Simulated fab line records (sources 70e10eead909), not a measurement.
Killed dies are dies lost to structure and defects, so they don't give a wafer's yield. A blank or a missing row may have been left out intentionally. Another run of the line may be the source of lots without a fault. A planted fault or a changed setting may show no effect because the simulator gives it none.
fab line records | flow nand_harc
record: lots: 6 wafers: 18 last_day: 34
route steps=1302 shown A_ZERO_WELL@406 A_SOURCE_PLATE@413
lots untouched by any fault: they come from a run of this same line in which no faults occurred
start_h: the number of hours between the record's first day and the start of the first shown wafer of the lot | wait_h: time in hours since the lot's previous step | " repeats the value in the row above | L1.1+2: several wafers, shown together as one row | - no value, or no start given | * or withheld: withheld | < > ~ a bound
route shown NAME@n: a module of which the file shows steps, and the number in the route of the first | usual: mean/standard deviation taken from wafers without a fault | same: alike in all rows | chamber/n: place in a boat | sites: readings site by site | _std_site: standard deviation of those values | _edge_site: mean of outer sites minus mean of inner sites | radius_mm: for every site, how far away it sits from the centre of the wafer | mask NAME#n: copy n | behind: the tool/chamber that last shaped the wafer | hold: what put the lot on hold/how long, in hours/how the hold closed | device: transistor that didn't switch, given as n, p or np | end of line: at the end of the route, the tests of the same wafers | step lacking rows: just its recipe | killed: at the first sort, the dies lost to defects and structure; wafer yield is something else | map: a wafer's dies, marking killed ones x, the rest . and places with no die _
set.NAME: the run value of the setting; set.NAME@STEP: its run value at that earlier step | model.NAME: the simulator's own value behind a step, which no gauge read
certain route steps with their lots: each step a table, each wafer a row
services: when a tool's chamber went out of use (start_h, in hours from the record's first day, below 0 if earlier), for how many hours, and the reason
== steps ==
step: NHARC_A_ZERO_WELL_STRIP_14
recipe: time_s: 900 temp_c: 130 chemistry: SPM
step: NHARC_A_ZERO_WELL_IMPLANT_15
recipe: energy_kev: 150 dose_cm2: 1e+13 tilt_deg: 7
step: NHARC_A_ZERO_WELL_PRECLEAN_22
recipe: time_s: 60 temp_c: 50 bath_age_min: 0 chemistry: SC1
step: NHARC_A_ZERO_WELL_SRD_23
step: NHARC_A_ZERO_WELL_RTA_16
recipe: temp_c: 1000 time_s: 10
usual: lamp_power_pct: 33.6/0.39 lamp_zone_3_pct: 33.6/0.39 lamp_zone_4_pct: 33.6/0.4 lamp_zone_7_pct: 34.1/0.4 wafer_temp_C_max: 1006.2/1.1
columns lot.wafer tool chamber start_h wait_h lamp_power_pct lamp_zone_3_pct lamp_zone_4_pct lamp_zone_7_pct wafer_temp_C_max
L499.2 rtp_anneal-02 0 218.28 - 33.2 33.2 33.2 33.7 1008.4
L499.4 " 0 " " 33.2 33.2 33.2 33.7 1008.7
L499.6 " 0 " " 33.1 33.1 33.2 33.7 1007.3
L505.1 rtp_anneal-01 0 282.23 - 34.0 34.0 34.0 34.5 1008.1
L505.3 " 0 " " 34.0 34.0 34.0 34.5 1005.1
L505.4 " 0 " " 34.0 34.0 34.0 34.5 1006.8
L506.3 rtp_anneal-01 0 284.47 - 34.0 34.0 34.0 34.5 1006.6
L506.5 " 0 " " 34.0 34.0 34.0 34.5 1007.5
L506.6 " 0 " " 34.0 34.0 34.0 34.5 1003.9
L513.3 rtp_anneal-01 0 353.28 - 33.9 34.0 33.9 34.5 1006.6
L513.4 " 0 " " 33.9 34.0 34.0 34.5 1004.2
L513.5 " 0 " " 33.9 34.0 34.0 34.5 1005.9
L512.3 rtp_anneal-01 0 354.47 - 34.0 34.0 34.0 34.6 1004.7
L512.4 " 0 " " 34.0 33.9 34.0 34.5 1004.3
L512.5 " 0 " " 34.0 34.0 34.0 34.5 1003.8
L514.1 rtp_anneal-01 0 365.94 - 33.9 34.0 34.0 34.5 1004.6
L514.2 " 0 " " 34.0 34.0 34.0 34.5 1005.6
L514.6 " 0 " " 34.0 34.0 34.0 34.5 1005.7
step: NHARC_A_ZERO_WELL_INSPECT_17
usual: raw_defect_count: 11/6
columns lot.wafer tool chamber start_h wait_h raw_defect_count
L499.2 defect_inspect-02 - 218.45 0.1 8
L499.4 " - " " 28
L499.6 " - " " 17
L505.1 defect_inspect-01 - 282.43 0.2 13
L505.3 " - " " 7
L505.4 " - " " 10
L506.3 defect_inspect-02 - 284.61 0.1 11
L506.5 " - " " 18
L506.6 " - " " 26
L513.3 defect_inspect-01 - 353.42 0.1 4
L513.4 " - " " 11
L513.5 " - " " 5
L512.3 defect_inspect-01 - 354.61 0.1 14
L512.4 " - " " 3
L512.5 " - " " 9
L514.1 defect_inspect-01 - 366.14 0.2 20
L514.2 " - " " 8
L514.6 " - " " 9
step: NHARC_A_SOURCE_PLATE_PRECLEAN_00
recipe: time_s: 60 chemistry: HF-LAST
step: NHARC_A_SOURCE_PLATE_SRD_01
step: NHARC_A_SOURCE_PLATE_OXIDE_02
recipe: target_thk_a: 100 temp_c: 900 ox_time_s: 1362 material: SiO2
step: NHARC_A_SOURCE_PLATE_THK_MEAS_09
recipe: thk_meas_gauge: ellipsometry
usual: thk_nm: 9.9/1
columns lot.wafer tool chamber start_h wait_h thk_nm
L499.2 film_metro-01 - 226.91 0.4 10.3
L499.4 " - " " 10.6
L499.6 " - " " 9.3
L505.1 film_metro-02 - 289.25 0.4 9.5
L505.3 " - " " 10.7
L505.4 " - " " 9.0
L506.3 film_metro-01 - 289.25 0.4 10.4
L506.5 " - " " 11.5
L506.6 " - " " 10.6
L513.3 film_metro-02 - 360.76 0.4 9.8
L513.4 " - " " 7.5
L513.5 " - " " 8.7
L512.3 film_metro-01 - 360.76 0.4 10.7
L512.4 " - " " 8.6
L512.5 " - " " 9.4
L514.1 film_metro-02 - 372.97 0.4 9.5
L514.2 " - " " 9.6
L514.6 " - " " 9.8
step: NHARC_A_SOURCE_PLATE_PVD_04
recipe: target_thk_a: 500 material: WSi2
step: NHARC_A_SOURCE_PLATE_CVD_03
recipe: target_thk_a: 2000 temp_c: 620 pressure_mtorr: 200 time_s: 4000 material: poly-Si
usual: spike_tc_bottom_C: 643.5/2.1 spike_tc_centre_C: 620.7/1.4 spike_tc_lower_C: 619.6/1.1 spike_tc_top_C: 637.2/2.6 spike_tc_upper_C: 620.5/1.4 zone_power_lower_pct: 9.0/0.73
columns lot.wafer tool chamber start_h wait_h spike_tc_bottom_C spike_tc_centre_C spike_tc_lower_C spike_tc_top_C spike_tc_upper_C zone_power_lower_pct
L499.2 lpcvd_poly-04 0 227.40 - 642.6 619.1 619.2 632.8 620.3 9.6
L499.4 " 0 " " 642.0 620.5 619.4 635.8 617.7 9.7
L499.6 " 0 " " 643.9 618.8 617.8 635.2 617.6 9.8
L505.1 lpcvd_poly-02 0 291.82 - 661.8 637.4 635.3 656.0 635.7 9.7
L505.3 " 0 " " 660.5 636.6 636.6 655.9 638.4 9.5
L505.4 " 0 " " 661.0 635.8 636.8 655.4 637.3 9.7
L506.3 lpcvd_poly-02 0 291.82 - 660.9 636.1 633.5 655.1 637.5 9.6
L506.5 " 0 " " 661.6 635.6 635.9 655.3 637.9 9.5
L506.6 " 0 " " 661.4 636.9 636.6 653.1 637.7 9.5
L512.3 lpcvd_poly-02 0 363.33 - 644.4 619.8 618.6 638.9 622.3 9.2
L512.4 " 0 " " 645.2 620.2 619.2 640.9 620.9 9.3
L512.5 " 0 " " 646.7 620.5 622.2 640.3 623.8 9.1
L513.3 lpcvd_poly-02 0 363.33 - 645.7 619.3 619.0 639.8 623.1 9.0
L513.4 " 0 " " 644.9 620.0 621.1 640.0 621.3 9.2
L513.5 " 0 " " 645.7 619.3 619.7 640.6 622.6 9.0
L514.1 lpcvd_poly-01 0 375.56 - 640.5 623.2 621.3 638.1 621.0 7.6
L514.2 " 0 " " 641.2 621.5 619.9 635.0 620.0 7.7
L514.6 " 0 " " 642.0 623.9 619.9 636.1 618.8 7.7
step: NHARC_A_SOURCE_PLATE_ANNEAL_05
recipe: temp_c: 850 time_s: 1800
step: NHARC_A_SOURCE_PLATE_THK_MEAS_06
recipe: thk_meas_gauge: ellipsometry
usual: thk_nm: 199.3/2.2
columns lot.wafer tool chamber start_h wait_h thk_nm
L499.2 film_metro-01 - 241.58 0.4 198.7
L499.4 " - " " 198.5
L499.6 " - " " 198.9
L506.3 film_metro-02 - 304.62 0.4 287.6
L506.5 " - " " 287.3
L506.6 " - " " 285.7
L505.1 film_metro-01 - 304.62 0.4 286.8
L505.3 " - " " 285.6
L505.4 " - " " 284.9
L512.3 film_metro-02 - 373.82 0.4 197.9
L512.4 " - " " 197.7
L512.5 " - " " 196.5
L513.3 film_metro-02 - 373.83 0.4 198.7
L513.4 " - " " 197.9
L513.5 " - " " 200.4
L514.1 film_metro-02 - 388.18 2.5 196.7
L514.2 " - " " 199.1
L514.6 " - " " 194.4
== services ==
columns tool chamber start_h hours kind
lpcvd_poly-02 - 206.18 26.0 pm
lpcvd_poly-04 - 247.31 2.3 repair
rtp_anneal-01 - 372.00 12.0 pm
== key ==
first_sign: step: NHARC_A_SOURCE_PLATE_CVD_03 reading: spike_tc_lower_C direction: up sigmas: 15 usual: 619.6 struck: 635.8
effect: step: NHARC_A_SOURCE_PLATE_CVD_03 reading: spike_tc_upper_C direction: up sigmas: 12 usual: 620.5 struck: 637.4
effect: step: NHARC_A_SOURCE_PLATE_THK_MEAS_06 reading: thk_nm direction: up sigmas: 39 usual: 199.3 struck: 286.3
met_at NHARC_A_SOURCE_PLATE_CVD_03
struck_wafers L505.1,L505.3,L505.4,L506.3,L506.5,L506.6
tester_left_out L505,L506
fault: kind: process_parameter_drift tool: lpcvd_poly-02 chamber: - onset_h: 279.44 steps: NHARC_A_SOURCE_PLATE_CVD_03 channel: temp_c offset: * shape: step end_h: 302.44 acts_in: * stated: *
tester_left_out: of these lots the tester's yield and bins aren't shown, on N5 and GAA mostly nor the transistor test; their killed dies are dies lost to structure and defects alone, not to doping, threshold or leakage, so they don't give the yield
